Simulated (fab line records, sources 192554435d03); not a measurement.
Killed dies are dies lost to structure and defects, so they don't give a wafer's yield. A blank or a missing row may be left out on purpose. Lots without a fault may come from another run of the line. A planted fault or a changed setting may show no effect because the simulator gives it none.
Chamber matching | flow n5_finfet | N5_BEOL_M8_STRIP_19 on rie_diel-06: 4 sister chambers
The step strips in O2. 22 wafers are shown with their chamber, then 11 later ones without.

WAFERS WITH THEIR CHAMBER
wafer  | chamber | drypump_motor_current_A (A) | throttle_valve_pct (%) | showerhead_plenum_p_Torr (Torr)
L080.2 | 2       | 5.3                         | 16.49                  | 2.15
L080.5 | 0       | 6.5                         | 16.78                  | 2.02
L080.6 | 1       | 5.5                         | 16.19                  | 2.03
L083.3 | 1       | 5.5                         | 16.17                  | 2.03
L083.5 | 1       | 5.5                         | 16.20                  | 2.03
L083.6 | 3       | 5.6                         | 16.75                  | 2.03
L084.2 | 2       | 5.3                         | 16.50                  | 2.15
L084.3 | 3       | 5.5                         | 16.77                  | 2.02
L084.5 | 0       | 6.5                         | 16.81                  | 2.02
L088.1 | 1       | 5.5                         | 16.20                  | 2.02
L088.5 | 2       | 5.4                         | 16.50                  | 2.15
L088.6 | 3       | 5.5                         | 16.78                  | 2.02
L085.2 | 0       | 6.5                         | 16.81                  | 2.01
L085.3 | 3       | 5.5                         | 16.75                  | 2.02
L085.4 | 1       | 5.4                         | 16.22                  | 2.02
L090.1 | 2       | 5.4                         | 16.54                  | 2.14
L090.3 | 3       | 5.5                         | 16.80                  | 2.02
L090.4 | 1       | 5.4                         | 16.23                  | 2.02
L092.1 | 2       | 5.3                         | 16.54                  | 2.14
L092.4 | 1       | 5.5                         | 16.24                  | 2.02
L092.6 | 3       | 5.5                         | 16.80                  | 2.02
L091.1 | 0       | 6.5                         | 16.81                  | 2.01

SIGNATURES (means of the wafers above)
reading                  | chamber 0 | chamber 1 | chamber 2 | chamber 3 | scatter within a chamber
drypump_motor_current_A  | 6.500     | 5.471     | 5.340     | 5.517     | 0.0439
throttle_valve_pct       | 16.8025   | 16.2071   | 16.5140   | 16.7750   | 0.0225
showerhead_plenum_p_Torr | 2.0150    | 2.0243    | 2.1460    | 2.0217    | 0.00514
Rule: a wafer's distance from a chamber is the root of the sum, over the readings, of the square of ((its reading less the chamber's mean) divided by the reading's scatter). The wafer belongs to the nearest chamber; if the next one is less than 2 further off, it can't be placed. The scatter: the root of (the sum of the squares of (reading less its chamber's mean) over the shown wafers, divided by (wafers less chambers)).

WAFERS WITHOUT THEIR CHAMBER
wafer  | drypump_motor_current_A (A) | throttle_valve_pct (%) | showerhead_plenum_p_Torr (Torr)
L091.2 | 5.4                         | 16.53                  | 2.14
L091.3 | 5.5                         | 16.80                  | 2.02
L093.1 | 6.5                         | 16.82                  | 2.01
L093.2 | 5.4                         | 16.24                  | 2.02
L093.4 | 5.5                         | 16.81                  | 2.02
L094.1 | 5.4                         | 16.25                  | 2.02
L094.5 | 5.4                         | 16.55                  | 2.14
L094.6 | 5.5                         | 16.24                  | 2.02
L095.3 | 5.5                         | 16.82                  | 2.02
L095.5 | 6.5                         | 16.83                  | 2.01
L095.6 | 5.5                         | 16.25                  | 2.02

WHICH CHAMBER EACH WENT THROUGH
wafer  | from the rows above | in truth
L091.2 | 2                   | 2
L091.3 | 3                   | 3
L093.1 | 0                   | 0
L093.2 | 1                   | 1
L093.4 | 3                   | 3
L094.1 | 1                   | 1
L094.5 | 2                   | 2
L094.6 | 1                   | 1
L095.3 | 3                   | 3
L095.5 | 0                   | 0
L095.6 | 1                   | 1
Placed correctly: 11 of 11. Can't be placed from these rows: 0. Placed wrongly: 0.
